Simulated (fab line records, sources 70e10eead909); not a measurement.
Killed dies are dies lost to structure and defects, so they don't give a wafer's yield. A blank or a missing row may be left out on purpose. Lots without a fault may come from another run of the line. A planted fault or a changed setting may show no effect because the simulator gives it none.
fab line records | flow nand_harc | part 2 of 2: steps 26 to 31 of 31
record lots=5 wafers=15 last_day=32
route steps=1302 shown A_ONON_D1@443 A_CHANNEL_HOLE_D1@450
lots that met no fault: from a run of the same line without faults
start_h: hours from the record's first day to the start of the lot's first wafer shown | wait_h: hours since the lot's step before | " the same as in the row above | L1.1+2: a row that stands for several wafers | - no value, or no start given | * or withheld: withheld | < > ~ a bound
route shown NAME@n: a module of which the file shows steps, and the number in the route of the first | usual: mean/standard deviation of fault-free wafers | same: alike in all rows | chamber/n: place in a boat | sites: the reading at each site | _std_site: their standard deviation | _edge_site: outer sites' mean less inner sites' | radius_mm: how far each site lies from the wafer's centre | mask NAME#n: copy n | behind: the tool/chamber that last shaped the wafer | hold: why the lot was held/for how many hours/how that ended | device: the transistor (n, p or np) that didn't switch | end of line: the same wafers' tests at the end of the route | a step without rows: its recipe alone | killed: dies lost to structure and defects at the first sort, not the wafer's yield | map: a wafer's dies, x killed, . not, _ none there
set.NAME: the setting as run; set.NAME@STEP: as run at that earlier step | model.NAME: the simulator's own value behind a step, which no gauge read
lots at some steps of the route; a table a step, a row a wafer
services: from which hour (start_h, from the record's first day; less than 0 if before it) a tool's chamber was out of use, for how many hours, and why
## steps
# step NHARC_A_CHANNEL_HOLE_D1_ETCH_16
# recipe target_depth_a=31000 over_etch_frac=0.3 time_s=806 ion_energy_ev=150 o2_flow_sccm=400 cos_flow_sccm=20 ar_flow_sccm=0 rf_w=500 bias_w=300 chemistry=O2/COS
# usual bias_w=299.9/0.85 drypump_motor_current_A=5.5/0.45 oes_product_au=0.999/0.0092 rf_vpp_V=314.1/1.5 showerhead_plenum_p_Torr=3.12/0.091 throttle_valve_pct=28.331/0.0093
# columns lot.wafer tool chamber start_h wait_h bias_w drypump_motor_current_A oes_product_au rf_hours_counter_h rf_vpp_V showerhead_plenum_p_Torr throttle_valve_pct
L077.1 rie_diel-05 3 - - 300.4 4.9 0.989 49 312.6 2.92 28.334
L077.4 " 1 " " 299.8 4.8 1.008 48 312.8 3.02 28.320
L077.5 " 2 " " 299.9 6.3 0.996 - 313.1 3.04 28.331
L081.2 rie_diel-02 1 - - 300.1 5.4 1.013 3 315.4 3.24 28.320
L081.3 " 2 " " 300.1 5.8 0.989 3 316.7 3.18 28.339
L081.5 " 2 " " 300.3 5.9 0.990 - 315.4 3.18 28.334
L083.4 rie_diel-02 2 - - 298.3 5.9 0.987 4 314.9 3.18 28.321
L083.6 " 0 " " 301.6 5.8 0.994 - 313.9 3.05 28.332
L083.5 " 1 " " 299.1 5.4 1.009 - 317.1 3.24 28.311
L090.1 rie_diel-05 1 - - 300.5 4.8 1.010 34 314.2 3.00 28.339
L090.5 " 2 " " 301.1 6.3 0.997 - 312.5 3.03 28.337
L090.4 " 0 " " 299.9 5.2 1.007 - 314.5 3.08 28.341
L094.3 rie_diel-02 2 - - 300.7 5.9 0.985 15 315.2 3.17 28.333
L094.1 " 0 " " 298.9 5.8 0.988 14 312.0 3.04 28.332
L094.6 " 2 " " 300.3 5.9 0.983 - 314.5 3.17 28.320
# step NHARC_A_CHANNEL_HOLE_D1_CD_MEAS_18
# usual cd_nm=100.3/2.1
# columns lot.wafer tool chamber start_h wait_h cd_nm
L077.1 cd_sem-02 - 206.40 - 99.7
L077.4 " - " " 103.3
L077.5 " - " " 102.8
L081.2 cd_sem-02 - 262.84 - 103.2
L081.3 " - " " 102.3
L081.5 " - " " 101.7
L083.4 cd_sem-02 - 266.99 - 100.0
L083.5 " - " " 104.1
L083.6 " - " " 97.1
L090.1 cd_sem-02 - 348.64 - 98.6
L090.4 " - " " 99.1
L090.5 " - " " 101.5
L094.1 cd_sem-02 - 381.06 - 93.1
L094.3 " - " " 100.1
L094.6 " - " " 99.1
# step NHARC_A_CHANNEL_HOLE_D1_ETCH_19
# recipe bias_v=1200 source_w=2500 pressure_mtorr=15 time_s=34.5 ar_flow_sccm=375 c4f8_flow_sccm=28.8 o2_flow_sccm=96.2 temp_c=-20 target_depth_a=* chemistry=C4F8/O2/Ar
# usual drypump_motor_current_A=5.84/0.19 showerhead_plenum_p_Torr=3.74/0.13 throttle_valve_pct=37.038/0.0093
# columns lot.wafer tool chamber start_h wait_h drypump_motor_current_A rf_hours_counter_h showerhead_plenum_p_Torr throttle_valve_pct
L077.1 har_etch-01 1 206.47 0.1 5.67 103 3.77 37.042
L077.4 " 0 " " 6.04 - 3.77 37.021
L077.5 " 1 " " 5.66 - 3.77 37.043
L081.2 har_etch-01 1 262.91 0.1 5.68 138 3.75 37.037
L081.3 " 0 " " 6.08 - 3.75 37.033
L081.5 " 1 " " 5.66 - 3.75 37.025
L083.4 har_etch-01 0 267.13 0.1 6.06 - 3.75 37.048
L083.5 " 1 " " 5.67 - 3.75 37.049
L083.6 " 0 " " 6.06 - 3.75 37.045
L090.1 har_etch-01 0 349.93 1.3 6.08 187 3.73 37.032
L090.4 " 0 " " 6.07 - 3.73 37.030
L090.5 " 0 " " 6.07 - 3.73 37.031
L094.1 har_etch-01 1 382.62 1.6 5.69 210 3.71 37.040
L094.3 " 1 " " 5.65 - 3.71 37.059
L094.6 " 0 " " 6.09 - 3.71 37.045
# step NHARC_A_CHANNEL_HOLE_D1_ETCH_20
# recipe bias_v=3000 source_w=withheld pressure_mtorr=20 time_s=361.9 ar_flow_sccm=375 c4f8_flow_sccm=89.3 o2_flow_sccm=35.7 temp_c=-20 target_depth_a=16000 chemistry=C4F8/O2/Ar
# usual drypump_motor_current_A=5.84/0.19 showerhead_plenum_p_Torr=3.70/0.12 throttle_valve_pct=32.156/0.0092
# columns lot.wafer tool chamber start_h wait_h drypump_motor_current_A rf_hours_counter_h showerhead_plenum_p_Torr throttle_valve_pct
L077.1 har_etch-01 1 206.59 0.1 5.67 103 3.73 32.156
L077.4 " 0 " " 6.11 - 3.73 32.167
L077.5 " 1 " " 5.68 - 3.73 32.164
L081.2 har_etch-01 1 263.02 0.1 5.68 138 3.71 32.143
L081.3 " 0 " " 6.08 - 3.71 32.164
L081.5 " 1 " " 5.69 - 3.71 32.158
L083.4 har_etch-01 0 267.34 0.2 6.03 - 3.71 32.158
L083.5 " 1 " " 5.69 - 3.71 32.155
L083.6 " 0 " " 6.04 - 3.71 32.138
L090.1 har_etch-01 0 350.04 0.1 6.07 188 3.68 32.151
L090.4 " 0 " " 6.06 - 3.68 32.155
L090.5 " 0 " " 6.05 - 3.68 32.157
L094.1 har_etch-01 1 382.76 0.1 5.68 210 3.67 32.139
L094.3 " 1 " " 5.69 - 3.67 32.142
L094.6 " 0 " " 6.05 - 3.67 32.173
# step NHARC_A_CHANNEL_HOLE_D1_ETCH_21
# recipe bias_v=3000 source_w=withheld pressure_mtorr=20 time_s=514.3 ar_flow_sccm=375 c4f8_flow_sccm=89.3 o2_flow_sccm=35.7 temp_c=-20 target_depth_a=16000 chemistry=C4F8/O2/Ar
# usual drypump_motor_current_A=5.84/0.19 showerhead_plenum_p_Torr=3.70/0.12 throttle_valve_pct=32.155/0.0092
# columns lot.wafer tool chamber start_h wait_h drypump_motor_current_A rf_hours_counter_h showerhead_plenum_p_Torr throttle_valve_pct
L077.1 har_etch-01 1 206.90 0.3 5.67 104 3.73 32.155
L077.4 " 0 " " 6.03 - 3.73 32.148
L077.5 " 1 " " 5.66 - 3.73 32.171
L081.2 har_etch-01 1 263.33 0.3 5.67 138 3.71 32.145
L081.3 " 0 " " 6.07 - 3.71 32.161
L081.5 " 1 " " 5.68 - 3.71 32.165
L083.4 har_etch-01 0 267.72 0.3 6.07 - 3.71 32.148
L083.5 " 1 " " 5.67 - 3.71 32.154
L083.6 " 0 " " 6.05 - 3.71 32.153
L090.1 har_etch-01 0 350.36 0.3 6.06 188 3.68 32.177
L090.4 " 0 " " 6.06 - 3.68 32.143
L090.5 " 0 " " 6.02 - 3.68 32.143
L094.1 har_etch-01 1 383.10 0.3 5.71 211 3.67 32.159
L094.3 " 1 " " 5.70 - 3.67 32.158
L094.6 " 0 " " 6.05 - 3.67 32.157
# step NHARC_A_CHANNEL_HOLE_D1_ETCH_22
# recipe bias_v=3000 source_w=withheld pressure_mtorr=20 time_s=666.7 ar_flow_sccm=375 c4f8_flow_sccm=89.3 o2_flow_sccm=35.7 temp_c=-20 target_depth_a=16000 chemistry=C4F8/O2/Ar
# usual drypump_motor_current_A=5.84/0.19 showerhead_plenum_p_Torr=3.70/0.12 throttle_valve_pct=32.156/0.0093
# columns lot.wafer tool chamber start_h wait_h drypump_motor_current_A rf_hours_counter_h showerhead_plenum_p_Torr throttle_valve_pct
L077.1 har_etch-01 1 207.34 0.4 5.69 104 3.73 32.159
L077.4 " 0 " " 6.08 - 3.73 32.142
L077.5 " 1 " " 5.66 - 3.73 32.165
L081.2 har_etch-01 1 263.76 0.4 5.70 139 3.71 32.173
L081.3 " 0 " " 6.05 - 3.71 32.154
L081.5 " 1 " " 5.68 - 3.71 32.156
L083.4 har_etch-01 0 268.22 0.4 6.05 - 3.71 32.168
L083.5 " 1 " " 5.69 - 3.71 32.153
L083.6 " 0 " " 6.06 - 3.71 32.164
L090.1 har_etch-01 0 350.79 0.4 6.09 188 3.68 32.159
L090.4 " 0 " " 6.06 - 3.68 32.152
L090.5 " 0 " " 6.08 - 3.68 32.161
L094.1 har_etch-01 1 383.56 0.4 5.67 211 3.67 32.157
L094.3 " 1 " " 5.68 - 3.67 32.146
L094.6 " 0 " " 6.10 - 3.67 32.161
## services
# columns tool chamber start_h hours kind
litho_track-06 - 179.00 7.0 pm
pecvd_onon-02 - 185.00 13.0 pm
pecvd-03 - 185.30 13.0 pm
acl_dep-01 - 188.62 13.0 pm
arfi_scanner-03 - 196.00 4.0 pm
litho_track-04 - 203.00 7.0 pm
rie_diel-02 - 216.75 9.0 pm
arfi_scanner-02 - 218.34 13.0 repair
pecvd-02 - 227.33 13.0 pm
rie_diel-05 - 229.63 9.0 pm
arfi_scanner-03 - 233.95 0.7 repair
acl_dep-02 - 245.15 13.0 pm
rie_diel-05 2 262.13 13.8 repair
rie_diel-05 - 279.15 0.6 repair
rie_diel-02 - 280.79 1.1 repair
rie_diel-02 0 305.52 6.3 repair
pecvd-01 - 311.16 13.0 pm
litho_track-01 - 330.00 7.0 pm
rie_diel-05 0 330.05 3.3 repair
rie_diel-05 3 340.22 13.9 repair
litho_track-06 - 354.00 7.0 pm
rie_diel-05 1 365.82 2.9 repair
rie_diel-02 0 372.55 4.2 repair
litho_track-04 - 378.00 7.0 pm
